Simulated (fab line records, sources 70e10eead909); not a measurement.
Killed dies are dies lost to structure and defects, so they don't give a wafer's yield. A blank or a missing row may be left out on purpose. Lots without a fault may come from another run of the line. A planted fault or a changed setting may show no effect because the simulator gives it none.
Which tool did it? | flow nand_harc | 10 lots, 30 wafers sampled, at 7 steps of a route of 1159

WHAT THE GAUGES READ, wafer by wafer
NHARC_A_CHANNEL_HOLE_D1_CD_MEAS_18.
lot  | measured     | on        | cd_nm (nm)
L741 | day 8 19:30  | cd_sem-01 | 101.4 98.0 102.9
L743 | day 8 19:40  | cd_sem-02 | 99.9 101.1 99.9
L747 | day 9 21:05  | cd_sem-03 | 98.3 104.6 101.0
L748 | day 10 10:20 | cd_sem-03 | 103.6 99.9 102.4
L754 | day 11 21:14 | cd_sem-03 | 99.0 100.6 95.5
L753 | day 11 21:25 | cd_sem-02 | 102.0 99.2 105.0
L759 | day 13 08:28 | cd_sem-02 | 99.2 103.7 98.5
L760 | day 13 09:01 | cd_sem-03 | 100.7 102.3 104.8
L761 | day 13 09:50 | cd_sem-01 | 101.3 98.4 100.2
L762 | day 13 22:50 | cd_sem-01 | 99.4 100.5 97.5

NHARC_A_CHANNEL_HOLE_D1_CD_MEAS_30.
lot  | measured     | on        | cd_nm (nm)
L741 | day 9 01:06  | cd_sem-03 | 90.3 89.4 91.1
L743 | day 9 01:16  | cd_sem-03 | 91.5 87.9 90.4
L747 | day 10 02:43 | cd_sem-01 | 91.6 89.4 91.0
L748 | day 10 16:06 | cd_sem-03 | 89.9 91.3 90.2
L754 | day 12 02:49 | cd_sem-01 | 0.9 1.8 0.3
L753 | day 12 02:59 | cd_sem-03 | 0.6 1.1 -0.3
L759 | day 13 14:02 | cd_sem-02 | 91.0 90.5 93.8
L760 | day 13 14:38 | cd_sem-02 | 92.2 91.4 91.2
L761 | day 13 18:13 | cd_sem-01 | 87.6 86.6 92.1
L762 | day 14 08:37 | cd_sem-01 | 89.7 88.5 90.5

NHARC_END_SORT_01.
lot  | measured     | on        | killed_at_array | killed_at_other | killed_at_periphery | killed_dies | killed_open | killed_short
L754 | day 24 07:23 | prober-01 | 672 676 675     | 1 0 0           | 4 1 2               | 677 677 677 | 9 11 6      | 3 7 7
L753 | day 23 16:49 | prober-02 | 674 676 674     | 0 1 0           | 3 0 3               | 677 677 677 | 2 2 6       | 3 5 5

WHICH TOOL RAN EACH LOT (tool, then ch and the chambers of the sampled wafers, then the start)
lot  | NHARC_A_CHANNEL_HOLE_D1_ETCH_16               | NHARC_A_CHANNEL_HOLE_D1_ETCH_21  | NHARC_A_CHANNEL_HOLE_D1_ETCH_44    | NHARC_A_CHANNEL_HOLE_D1_XSEM_31
L741 | rie_diel-04 ch 0,1,2, day 8 19:30 or earlier  | har_etch-02 ch 0, day 8 20:04    | rie_diel-05 ch 0,2,3, day 9 00:18  | xsem-01 ch 0, day 9 01:11
L743 | rie_diel-11 ch 1,2,3, day 8 19:40 or earlier  | har_etch-01 ch 0,1, day 8 20:18  | rie_diel-04 ch 0,2, day 9 00:28    | xsem-02 ch 0, day 9 01:22
L747 | rie_diel-05 ch 2,3, day 9 21:05 or earlier    | har_etch-01 ch 0,1, day 9 21:41  | rie_diel-11 ch 0,2,3, day 10 01:55 | xsem-01 ch 0, day 10 02:48
L748 | rie_diel-04 ch 0,2, day 10 10:20 or earlier   | har_etch-01 ch 1, day 10 10:54   | rie_diel-04 ch 1,2,3, day 10 15:11 | xsem-02 ch 0, day 10 16:11
L754 | rie_diel-11 ch 0,2, day 11 21:14 or earlier   | har_etch-02 ch 0, day 11 21:49   | rie_diel-11 ch 1,2,3, day 12 02:02 | xsem-02 ch 0, day 12 02:54
L753 | rie_diel-05 ch 1,2,3, day 11 21:25 or earlier | har_etch-01 ch 0,1, day 11 21:55 | rie_diel-04 ch 2,3, day 12 02:11   | xsem-01 ch 0, day 12 03:04
L759 | rie_diel-11 ch 0,1,3, day 13 08:28 or earlier | har_etch-01 ch 0,1, day 13 09:02 | rie_diel-11 ch 0,3, day 13 13:14   | xsem-01 ch 0, day 13 14:07
L760 | rie_diel-05 ch 0,1,2, day 13 09:01 or earlier | har_etch-02 ch 0,1, day 13 09:31 | rie_diel-04 ch 0,1,2, day 13 13:49 | xsem-01 ch 0, day 13 14:43
L761 | rie_diel-11 ch 1,2,3, day 13 09:50 or earlier | har_etch-01 ch 0,1, day 13 13:11 | rie_diel-04 ch 0,1,2, day 13 17:25 | xsem-01 ch 0, day 13 18:19
L762 | rie_diel-11 ch 0,1,3, day 13 22:50 or earlier | har_etch-02 ch 0,1, day 14 03:32 | rie_diel-04 ch 2,3, day 14 07:49   | xsem-01 ch 0, day 14 08:43
- NHARC_A_CHANNEL_HOLE_D1_ETCH_16: etches the open film in O2/COS, target depth 3100 nm, time 806 s.
- NHARC_A_CHANNEL_HOLE_D1_ETCH_21: etches the open film in C4F8/O2/Ar, time 514.3 s, target depth 1600 nm.
- NHARC_A_CHANNEL_HOLE_D1_ETCH_44: etches the open film in CF4/O2, target depth 140 nm, overetch 14 nm, time 77 s.
- NHARC_A_CHANNEL_HOLE_D1_XSEM_31

WHAT THE TOOLS THEMSELVES READ (means of the sampled wafers that have a number; where no wafer has one, the mark that the record gives instead)
NHARC_A_CHANNEL_HOLE_D1_ETCH_16.
lot  | tool        | bias_w (W) | chamber_pressure_mTorr (mTorr) | drypump_motor_current_A (A) | oes_product_au (a.u.) | rf_vpp_V (V) | showerhead_plenum_p_Torr (Torr) | throttle_valve_pct (%)
L741 | rie_diel-04 | 300.3      | 19.994                         | 5.9                         | 1.013                 | 315.6        | 3.19                            | 28.332
L743 | rie_diel-11 | 299.6      | 20.004                         | 5.9                         | 1.015                 | 313.3        | 3.05                            | 28.327
L747 | rie_diel-05 | 299.6      | 19.995                         | 5.4                         | 1.005                 | 314.0        | 3.06                            | 28.336
L748 | rie_diel-04 | 300.7      | 19.992                         | 6.0                         | 0.995                 | 314.0        | 3.07                            | 28.332
L754 | rie_diel-11 | 299.8      | 20.006                         | 6.2                         | 0.974                 | 314.1        | 3.08                            | 28.332
L753 | rie_diel-05 | 299.9      | 20.018                         | 5.8                         | 1.009                 | 312.6        | 3.06                            | 28.327
L759 | rie_diel-11 | 299.6      | 20.002                         | 5.6                         | 1.002                 | 313.2        | 3.05                            | 28.334
L760 | rie_diel-05 | 300.1      | 20.007                         | 6.2                         | 1.006                 | 313.4        | 3.10                            | 28.332
L761 | rie_diel-11 | 299.3      | 20.008                         | 5.9                         | 0.988                 | 312.9        | 3.05                            | 28.329
L762 | rie_diel-11 | 299.1      | 20.007                         | 5.5                         | 0.996                 | 313.5        | 3.05                            | 28.323

NHARC_A_CHANNEL_HOLE_D1_ETCH_21.
lot  | tool        | c4f8_flow_sccm (sccm) | chamber_pressure_mTorr (mTorr) | drypump_motor_current_A (A) | showerhead_plenum_p_Torr (Torr) | throttle_valve_pct (%)
L741 | har_etch-02 | 89.00                 | 19.998                         | 6.2                         | 3.51                            | 32.167
L743 | har_etch-01 | 89.39                 | 20.011                         | 5.8                         | 3.82                            | 32.162
L747 | har_etch-01 | 89.28                 | 19.995                         | 5.8                         | 3.82                            | 32.149
L748 | har_etch-01 | 89.32                 | 20.002                         | 5.8                         | 3.82                            | 32.154
L754 | har_etch-02 | -                     | -                              | -                           | -                               | -
L753 | har_etch-01 | -                     | -                              | -                           | -                               | -
L759 | har_etch-01 | 89.31                 | 20.003                         | 5.8                         | 3.79                            | 32.152
L760 | har_etch-02 | 89.07                 | 20.014                         | 6.3                         | 3.60                            | 32.154
L761 | har_etch-01 | 89.20                 | 19.992                         | 5.8                         | 3.79                            | 32.151
L762 | har_etch-02 | 89.42                 | 20.008                         | 6.5                         | 3.72                            | 32.163

NHARC_A_CHANNEL_HOLE_D1_ETCH_44.
lot  | tool        | bias_w (W) | cf4_flow_sccm (sccm) | drypump_motor_current_A (A) | oes_ar_750_au (a.u.) | oes_product_au (a.u.) | rf_vpp_V (V) | showerhead_plenum_p_Torr (Torr) | throttle_valve_pct (%)
L741 | rie_diel-05 | 100.17     | 79.97                | 5.7                         | 0.998                | 1.006                 | 197.2        | 1.30                            | 13.403
L743 | rie_diel-04 | 100.30     | 80.04                | 6.1                         | 1.004                | 1.005                 | 197.9        | 1.35                            | 13.402
L747 | rie_diel-11 | 100.08     | 80.06                | 5.9                         | 1.003                | 0.990                 | 197.3        | 1.32                            | 13.406
L748 | rie_diel-04 | 99.73      | 79.97                | 5.7                         | 0.994                | 1.009                 | 198.1        | 1.37                            | 13.392
L754 | rie_diel-11 | 99.82      | 80.21                | 5.9                         | 1.005                | 0.995                 | 197.5        | 1.30                            | 13.395
L753 | rie_diel-04 | 99.95      | 79.89                | 5.8                         | 1.000                | 1.000                 | 197.4        | 1.32                            | 13.395
L759 | rie_diel-11 | 100.09     | 79.87                | 5.6                         | 0.999                | 1.004                 | 197.3        | 1.32                            | 13.388
L760 | rie_diel-04 | 99.78      | 79.88                | 5.9                         | 1.004                | 0.997                 | 198.6        | 1.36                            | 13.410
L761 | rie_diel-04 | 100.07     | 79.91                | 5.9                         | 0.997                | 1.006                 | 197.7        | 1.36                            | 13.393
L762 | rie_diel-04 | 100.47     | 80.15                | 5.8                         | 0.996                | 1.000                 | 197.3        | 1.32                            | 13.402

NHARC_A_CHANNEL_HOLE_D1_XSEM_31.
lot  | tool    | bot_cd_nm (nm) | bow_nm (nm) | tilt_deg (degrees)
L741 | xsem-01 | 75.2           | 8.8         | 0.09
L743 | xsem-02 | 74.9           | 8.7         | 0.04
L747 | xsem-01 | 74.3           | 9.0         | 0.23
L748 | xsem-02 | 74.9           | 8.9         | 0.00
L754 | xsem-02 | 1.5            | 0.0         | 0.04
L753 | xsem-01 | 0.4            | 0.7         | 0.05
L759 | xsem-01 | 76.3           | 8.7         | 0.13
L760 | xsem-01 | 75.3           | 8.2         | 0.08
L761 | xsem-01 | 73.6           | 9.3         | 0.14
L762 | xsem-01 | 74.6           | 8.8         | 0.07

THE ANSWER, worked out from the rows above alone
Rule: what is usual is taken from the lots themselves. Put in order of their means at a reading, lots are off if they are a third of the lots or fewer, leave a main group of 4 or more, and stand apart from it by a gap of 3 or more times the standard deviation of the main group's means; of several such gaps the widest counts. A main group whose means are all the same, to the digits that the tables above print for the reading, isn't used. A lot without any number at a reading at which 4 lots or more have one is off too. The other lots that the step has rows for count as sound. The gauges are gone through in route order, then the tools' own readings, and for those a lot's mean is taken as printed above. The first step at which some lot is off is used, and at that step the reading that is off furthest; a lot without a number counts as furthest.
Off: L754, L753, at NHARC_A_CHANNEL_HOLE_D1_CD_MEAS_30 (cd_nm). The main group: mean 90.4 nm, standard deviation 0.93.
A tool fits if, at a process step before that reading, it ran every lot that is off, and no sound lot after the first of them. The gauges at NHARC_A_CHANNEL_HOLE_D1_CD_MEAS_30 aren't tried: what is off there is off at NHARC_A_CHANNEL_HOLE_D1_ETCH_21 too, on other tools, and a gauge's error can't cause that. NHARC_A_CHANNEL_HOLE_D1_ETCH_16 gives no start for some lots, so the hours and the order of its lots are those of NHARC_A_CHANNEL_HOLE_D1_CD_MEAS_18. None of those tried fits.

WHAT THE SIMULATOR HAD PUT IN
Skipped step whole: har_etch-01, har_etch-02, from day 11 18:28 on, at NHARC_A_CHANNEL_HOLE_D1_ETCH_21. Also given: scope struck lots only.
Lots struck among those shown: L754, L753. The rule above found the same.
